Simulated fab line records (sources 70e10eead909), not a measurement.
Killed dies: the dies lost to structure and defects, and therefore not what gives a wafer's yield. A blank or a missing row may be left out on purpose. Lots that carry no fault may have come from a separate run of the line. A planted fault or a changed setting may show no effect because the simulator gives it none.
Which tool did it? | flow nandHarc | Sampling: 6 lots, 18 wafers, 4 of 1159 route steps

WHAT EACH GAUGE READ, for each wafer
NHARC_END_WLT_00.
lot  | measured     | on        | VT_DECK1_BOTTOM
L234 | day 19 19:01 | prober-02 | 0.877 0.878 0.869
L236 | day 20 12:13 | prober-02 | 0.888 0.880 0.875
L242 | day 21 07:46 | prober-01 | 0.872 0.869
L248 | day 23 16:22 | prober-01 | 0.866 0.871 0.861
L252 | day 24 02:31 | prober-02 | 0.866 0.871 0.864
L254 | day 24 19:29 | prober-02 | 0.871 0.879 0.868

WHICH TOOL RAN EACH LOT (tool, then ch and the chambers of the sampled wafers, then the start)
lot  | NHARC_A_CONTACT_DEP_85          | NHARC_A_BONDPAD_CMP_19        | NHARC_THIN_TSV_ETCH_15
L234 | pecvd-02 ch 0,1,2, day 17 02:44 | cmp-04 ch 0,1,3, day 18 06:31 | rieSi-04 ch 0,1,3, day 19 00:16
L236 | pecvd-02 ch 0,1,2, day 18 04:55 | cmp-04 ch 0,1,3, day 19 08:37 | rieSi-01 ch 2,3, day 19 23:59
L242 | pecvd-02 ch 0,2, day 19 02:24   | cmp-02 ch 1, day 20 05:31     | rieSi-01 ch 0,2, day 20 20:14
L248 | pecvd-01 ch 0,1,2, day 20 21:41 | cmp-01 ch 2,3, day 22 08:47   | rieSi-01 ch 0,1,2, day 22 23:28
L252 | pecvd-02 ch 0,1, day 22 03:13   | cmp-01 ch 1,2,3, day 23 03:13 | rieSi-04 ch 1,2, day 23 15:17
L254 | pecvd-04 ch 0,1,2, day 22 11:52 | cmp-01 ch 0,2, day 23 18:38   | rieSi-01 ch 0,1,3, day 24 09:45
- NHARC_A_CONTACT_DEP_85: deposits SiON, target thk 50 nm.
- NHARC_A_BONDPAD_CMP_19: polishes, t overpolish 30 s, cu recess touch 16 s, target thk 169.8 nm.
- NHARC_THIN_TSV_ETCH_15: target depth 3000 nm, bosch target overetch cycles 2, bosch etch step 2.8 s.

THE ANSWER, worked out from the rows above alone
Rule: usual is defined by the lots themselves. Put in order of their means at a reading, lots are off if they are a third of the lots or fewer, leave a main group of 4 or more, and stand apart from it by a gap of 3 or more times the standard deviation of the main group's means; of several such gaps the widest counts. Not used: any main group whose means are identical at the precision the tables above print for the reading. A lot without any number at a reading at which 4 lots or more have one is off too. Any other lot the step has rows for is counted as sound.
Nothing can be told from this: no lot is off at any reading shown.

WHAT WAS PUT IN BY THE SIMULATOR
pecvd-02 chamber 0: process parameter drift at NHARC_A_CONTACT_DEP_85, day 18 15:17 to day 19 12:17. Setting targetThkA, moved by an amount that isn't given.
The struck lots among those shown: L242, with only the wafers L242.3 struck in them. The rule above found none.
